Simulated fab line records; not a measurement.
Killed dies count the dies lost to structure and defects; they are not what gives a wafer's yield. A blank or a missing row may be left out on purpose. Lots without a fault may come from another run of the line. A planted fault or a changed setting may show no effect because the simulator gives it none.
Matching of chambers | flow n5_finfet | N5_FIN_SAQP_PECVD_47 on pecvd-04 has 3 sister chambers
The step deposits a-Si from SiH4/He, target thk 45 nm, time 36.3 s. 6 wafers are shown with their chamber, then 7 later ones without.

== WAFERS PAIRED WITH THEIR CHAMBERS ==
wafer  | chamber | throttle_valve_pct (%) | showerhead_plenum_p_Torr (Torr)
L077.4 | 0       | 18.5                   | 5.69
L085.1 | 1       | 17.7                   | 5.70
L085.4 | 2       | 18.9                   | 5.62
L085.5 | 1       | 17.9                   | 5.69
L089.2 | 0       | 18.6                   | 5.69
L089.4 | 2       | 19.2                   | 5.62

== WAFERS MISSING THEIR CHAMBER ==
wafer  | throttle_valve_pct (%) | showerhead_plenum_p_Torr (Torr)
L089.6 | 18.5                   | 5.67
L095.1 | 17.9                   | 5.70
L095.4 | 17.9                   | 5.71
L095.5 | 18.4                   | 5.67
L096.1 | 17.8                   | 5.70
L096.2 | 19.2                   | 5.62
L096.3 | 18.3                   | 5.66

== THE CHAMBER EACH PASSED THROUGH ==
wafer  | from the rows above     | in truth
L089.6 | 0                       | 0
L095.1 | 1                       | 1
L095.4 | 1                       | 1
L095.5 | 0                       | 0
L096.1 | 1                       | 1
L096.2 | 2                       | 2
L096.3 | can't be placed: 0 or 1 | 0
Correctly placed: 6 of 7. Cannot be placed on the basis of these rows: 1; the candidates contain the true chamber in 1. Number placed wrongly: 0.
How it was worked out, from the rows above alone: a wafer's distance from a chamber is the root of the sum, over the readings, of the square of ((its reading less the chamber's mean) divided by the reading's scatter). The wafer belongs to the nearest chamber; if the next one is less than 2 further off, it can't be placed. A chamber's mean is the mean of its shown wafers. The scatter is the square root of a quotient: the sum, over the shown wafers, of each reading's squared deviation from its chamber's mean, divided by wafers minus chambers.
